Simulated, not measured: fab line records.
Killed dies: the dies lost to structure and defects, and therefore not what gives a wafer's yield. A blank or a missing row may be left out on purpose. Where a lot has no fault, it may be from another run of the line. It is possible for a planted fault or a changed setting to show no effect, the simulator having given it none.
A struck lot beside a sound one -- flow nand harc -- 19 steps out of a route of 1159
Sound: the wafers L515.2, L515.3, L515.6. The struck wafers were L516.1, L516.4, L516.6. At the end, the cause is stated.
For every step that has rows: the tool of each side, followed by ch and its chambers, followed by its first start. Under that, the readings that differ: sound wafers -- struck wafers -- difference of the means -- sigmas: that difference in standard deviations of wafers without a fault.
alike: readings whose means differ by less than 2 such deviations, and words and numbers that are the same on both sides. not compared: withheld readings, readings that some wafer has no value for, bounds like >300 that may hide the same value, and numbers for which the record gives no deviation and whose values overlap.
A row with sigmas, a row that says differs or no value, or rows on one side alone: a step with any of these is where the two part. When numbers do not overlap yet have no deviation, they are printed without sigmas and do not part them. Lack of a reading on every wafer of one side parts them only where that side has two or more wafers.

NHARC_P_ZERO_WELL_CD_MEAS_11: target cd 500 nm.
  sound on cd sem-02 ch 0, day 1 19:10; struck on cd sem-02 ch 0, day 2 01:55
  alike: cd nm
then, 1 step without rows for these wafers: NHARC_P_ZERO_WELL_HARDBAKE_12 (time 65 s).
NHARC_P_ZERO_WELL_DESCUM_13: chemistry O2, time 3 s.
  sound on rie diel-10 ch 1,2, day 1 19:19; struck on rie diel-10 ch 0,2,3, day 2 02:05
  alike: drypump motor current A, oes product au, rf vpp V, showerhead plenum p Torr, throttle valve pct
  not compared: rf hours counter h
NHARC_P_ZERO_WELL_ETCH_65: etches the open film in N2/H2, target depth 80 nm, overetch 24 nm, time 87.88 s.
  sound on rie diel-10 ch 2,3, day 1 19:24; struck on rie diel-10 ch 1,3, day 2 02:10
  alike: drypump motor current A, n2 flow sccm, oes product au, rf vpp V, showerhead plenum p Torr, throttle valve pct
  not compared: rf hours counter h
NHARC_P_ZERO_WELL_ETCH_62: etches the open film in CHF3/Ar, target depth 13 nm, time 6.5 s.
  sound: rie diel-10 ch 0,1,3; struck: rie diel-10 ch 0,1,2
  alike: chf3 flow sccm, drypump motor current A, oes product au, rf vpp V, showerhead plenum p Torr, throttle valve pct
  not compared: rf hours counter h
NHARC_P_ZERO_WELL_ETCH_63: etches the open film in HBr/Cl2, target depth 120 nm, time 40.1 s.
  sound on rie si-04 ch 0,1,3, day 1 19:36; struck on rie si-04 ch 2,3, day 2 02:20
  alike: drypump motor current A, oes product au, throttle valve pct
  not compared: rf hours counter h
then, 6 steps without rows for these wafers: NHARC_P_ZERO_WELL_STRIP_15 (strips in SPM, time 900 s); NHARC_P_ZERO_WELL_DEHYDRATE_16 (time 120 s); NHARC_P_ZERO_WELL_HMDS_17 (time 30 s); NHARC_P_ZERO_WELL_COAT_18; NHARC_P_ZERO_WELL_SOFTBAKE_19 (time 95 s); NHARC_P_ZERO_WELL_EBR_20.
NHARC_P_ZERO_WELL_EXPOSE_21: exposes mask P NWELL, target cd 720 nm.
  sound on krf scanner-03 ch 0, day 1 20:14; struck on krf scanner-02 ch 0, day 2 03:07
reading,sound,struck,difference,sigmas
mask,P_NWELL#0 P_NWELL#0 P_NWELL#0,P_NWELL_R1#0 P_NWELL_R1#0 P_NWELL_R1#0,differs,
  alike: reticle temp C
then, 2 steps without rows for these wafers: NHARC_P_ZERO_WELL_PEB_22 (peb time 85 s); NHARC_P_ZERO_WELL_DEVELOP_23 (time 70 s).
NHARC_P_ZERO_WELL_CD_MEAS_24: target cd 720 nm.
  sound on cd sem-01 ch 0, day 1 20:23; struck on cd sem-03 ch 0, day 2 03:16
reading,sound,struck,difference,sigmas
cd nm (nm),719.3 720.7 722.1,674.7 677.3 676.0,-44.7,-30
then, 1 step without rows for these wafers: NHARC_P_ZERO_WELL_HARDBAKE_25 (time 80 s).
NHARC_P_ZERO_WELL_DESCUM_26: chemistry O2, time 3 s.
  sound on rie diel-03 ch 0,2, day 1 20:34; struck on rie diel-03 ch 1,3, day 2 03:26
reading,sound,struck,difference,sigmas
model.P_ZERO_WELL.cd nm (nm),719.2 719.9 723,674.9 678 675.9,-44.4,
  alike: drypump motor current A, oes product au, rf vpp V, showerhead plenum p Torr, throttle valve pct
  not compared: rf hours counter h
next, for these wafers, 1 step has no rows: NHARC_P_ZERO_WELL_IMPLANT_27.

## WHERE THEY PART
First at NHARC_P_ZERO_WELL_EXPOSE_21; last, within this record, at NHARC_P_ZERO_WELL_CD_MEAS_24. Later steps at which nothing parts them and some readings are alike: NHARC_P_ZERO_WELL_DESCUM_26.

WHY: what had been put in by the simulator
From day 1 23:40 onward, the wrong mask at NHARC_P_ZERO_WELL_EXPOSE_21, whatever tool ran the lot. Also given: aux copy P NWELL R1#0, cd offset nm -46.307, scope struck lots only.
